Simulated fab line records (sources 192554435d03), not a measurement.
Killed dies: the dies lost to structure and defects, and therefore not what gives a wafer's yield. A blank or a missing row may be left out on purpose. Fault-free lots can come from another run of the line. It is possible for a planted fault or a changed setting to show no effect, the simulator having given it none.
Lot-split experiment / flow n5-finfet / 21 wafers read from 7 lots, route of 1938 steps

ON THE SPLIT
At N5_BEOL_M4_COAT_05 (resist thk 30 nm), the setting spin-rpm was moved away from the recipe's 1500 rpm on 8 of the 21 wafers read, by -6.0% to +7.5%. The other wafers ran this setting at the recipe's value.

Reading taken at the split's own step.

THE READING
CAR-EUV_of_BEOL_M4_COAT_05.thk-nm (the simulator's own value, which no gauge read), in nm, at N5_BEOL_M4_COAT_05 (resist thk 30 nm). There is no usual value for it anywhere in the file. Here, 13 wafers ran the recipe; their average is 30.1 nm with a standard deviation of 0.12 nm.

wafer=L075.3; tool, chamber at the split=litho-track-05, 0; spin-rpm as run, rpm=1500; against the recipe=recipe; CAR-EUV_of_BEOL_M4_COAT_05.thk-nm, nm=30; against lot-mates on the recipe=-
wafer=L075.4; tool, chamber at the split=litho-track-05, 0; spin-rpm as run, rpm=1500; against the recipe=recipe; CAR-EUV_of_BEOL_M4_COAT_05.thk-nm, nm=30; against lot-mates on the recipe=-
wafer=L075.5; tool, chamber at the split=litho-track-05, 0; spin-rpm as run, rpm=1500; against the recipe=recipe; CAR-EUV_of_BEOL_M4_COAT_05.thk-nm, nm=30.2; against lot-mates on the recipe=-
wafer=L077.1; tool, chamber at the split=litho-track-02, 0; spin-rpm as run, rpm=1410; against the recipe=-6.0%; CAR-EUV_of_BEOL_M4_COAT_05.thk-nm, nm=31.2; against lot-mates on the recipe=+1.0
wafer=L077.6; tool, chamber at the split=litho-track-02, 0; spin-rpm as run, rpm=1410; against the recipe=-6.0%; CAR-EUV_of_BEOL_M4_COAT_05.thk-nm, nm=31.2; against lot-mates on the recipe=+1.0
wafer=L077.3; tool, chamber at the split=litho-track-02, 0; spin-rpm as run, rpm=1500; against the recipe=recipe; CAR-EUV_of_BEOL_M4_COAT_05.thk-nm, nm=30.2; against lot-mates on the recipe=-
wafer=L084.2; tool, chamber at the split=litho-track-04, 0; spin-rpm as run, rpm=1500; against the recipe=recipe; CAR-EUV_of_BEOL_M4_COAT_05.thk-nm, nm=30; against lot-mates on the recipe=-
wafer=L084.5; tool, chamber at the split=litho-track-04, 0; spin-rpm as run, rpm=1500; against the recipe=recipe; CAR-EUV_of_BEOL_M4_COAT_05.thk-nm, nm=30; against lot-mates on the recipe=-
wafer=L084.6; tool, chamber at the split=litho-track-04, 0; spin-rpm as run, rpm=1500; against the recipe=recipe; CAR-EUV_of_BEOL_M4_COAT_05.thk-nm, nm=30.2; against lot-mates on the recipe=-
wafer=L086.1; tool, chamber at the split=litho-track-05, 0; spin-rpm as run, rpm=1581; against the recipe=+5.4%; CAR-EUV_of_BEOL_M4_COAT_05.thk-nm, nm=29.4; against lot-mates on the recipe=-0.7
wafer=L086.4; tool, chamber at the split=litho-track-05, 0; spin-rpm as run, rpm=1500; against the recipe=recipe; CAR-EUV_of_BEOL_M4_COAT_05.thk-nm, nm=30.2; against lot-mates on the recipe=-
wafer=L086.6; tool, chamber at the split=litho-track-05, 0; spin-rpm as run, rpm=1500; against the recipe=recipe; CAR-EUV_of_BEOL_M4_COAT_05.thk-nm, nm=30; against lot-mates on the recipe=-
wafer=L087.3; tool, chamber at the split=litho-track-02, 0; spin-rpm as run, rpm=1500; against the recipe=recipe; CAR-EUV_of_BEOL_M4_COAT_05.thk-nm, nm=30.2; against lot-mates on the recipe=-
wafer=L087.4; tool, chamber at the split=litho-track-02, 0; spin-rpm as run, rpm=1500; against the recipe=recipe; CAR-EUV_of_BEOL_M4_COAT_05.thk-nm, nm=30.2; against lot-mates on the recipe=-
wafer=L087.6; tool, chamber at the split=litho-track-02, 0; spin-rpm as run, rpm=1612; against the recipe=+7.5%; CAR-EUV_of_BEOL_M4_COAT_05.thk-nm, nm=29; against lot-mates on the recipe=-1.2
wafer=L091.1; tool, chamber at the split=litho-track-05, 0; spin-rpm as run, rpm=1567; against the recipe=+4.5%; CAR-EUV_of_BEOL_M4_COAT_05.thk-nm, nm=29.4; against lot-mates on the recipe=-0.6
wafer=L091.3; tool, chamber at the split=litho-track-05, 0; spin-rpm as run, rpm=1567; against the recipe=+4.5%; CAR-EUV_of_BEOL_M4_COAT_05.thk-nm, nm=29.2; against lot-mates on the recipe=-0.8
wafer=L091.4; tool, chamber at the split=litho-track-05, 0; spin-rpm as run, rpm=1500; against the recipe=recipe; CAR-EUV_of_BEOL_M4_COAT_05.thk-nm, nm=30; against lot-mates on the recipe=-
wafer=L097.4; tool, chamber at the split=litho-track-04, 0; spin-rpm as run, rpm=1500; against the recipe=recipe; CAR-EUV_of_BEOL_M4_COAT_05.thk-nm, nm=29.8; against lot-mates on the recipe=-
wafer=L097.5; tool, chamber at the split=litho-track-04, 0; spin-rpm as run, rpm=1454; against the recipe=-3.1%; CAR-EUV_of_BEOL_M4_COAT_05.thk-nm, nm=30.4; against lot-mates on the recipe=+0.6
wafer=L097.6; tool, chamber at the split=litho-track-04, 0; spin-rpm as run, rpm=1454; against the recipe=-3.1%; CAR-EUV_of_BEOL_M4_COAT_05.thk-nm, nm=30.4; against lot-mates on the recipe=+0.6

FIT RESULTS
A straight line over all 21 wafers: CAR-EUV_of_BEOL_M4_COAT_05.thk-nm changes by -0.158 nm for each +1% of spin-rpm; r = -0.97; the points scatter about the line by 0.14 nm.
The same after taking each lot's own level away (the mean of its wafers on the recipe; 21 wafers): -0.161 nm for each +1%; r = -0.99; scatter 0.085 nm.
According to that fit, moving spin-rpm by its largest amount changes the reading by 1.2 nm.
The span of the lots' own levels, 29.80 to 30.20 nm, comes to 3.2 times the standard deviation stated above.
The two slopes agree, so the slope changes little with the lot-to-lot level.
Check: -1.17 nm against its lot-mates is what the line predicts for one of the wafers moved furthest among these (+7.5%) when that wafer is left out of the fit. Against them it came out at -1.2 nm.

THE OTHER SPLITS THESE WAFERS WENT THROUGH
These wafers also went through other splits before the reading. Each is held against what the fit with the lots' levels taken away leaves over:
other split on the same wafers=N5_BEOL_M1_COAT_76 temp-c; wafers away from the commonest value=5; r with CAR-EUV_of_BEOL_M4_COAT_05.thk-nm (lot level and that fit taken away)=-0.32
other split on the same wafers=N5_BEOL_M2_DESCUM_33 time-s; wafers away from the commonest value=6; r with CAR-EUV_of_BEOL_M4_COAT_05.thk-nm (lot level and that fit taken away)=-0.43
other split on the same wafers=N5_BEOL_M2_ETCH_69 bias-w; wafers away from the commonest value=6; r with CAR-EUV_of_BEOL_M4_COAT_05.thk-nm (lot level and that fit taken away)=-0.26
other split on the same wafers=N5_BEOL_M3_TRENCH_ETCH_37 time-s; wafers away from the commonest value=5; r with CAR-EUV_of_BEOL_M4_COAT_05.thk-nm (lot level and that fit taken away)=-0.36
other split on the same wafers=N5_BEOL_M3_ETCH_41 target-depth-a; wafers away from the commonest value=6; r with CAR-EUV_of_BEOL_M4_COAT_05.thk-nm (lot level and that fit taken away)=+0.00

THE FILE'S OWN FIT
CAR-EUV_of_BEOL_M4_COAT_05.thk-nm changes by -0.158 nm for each +1% of spin-rpm, r = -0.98.
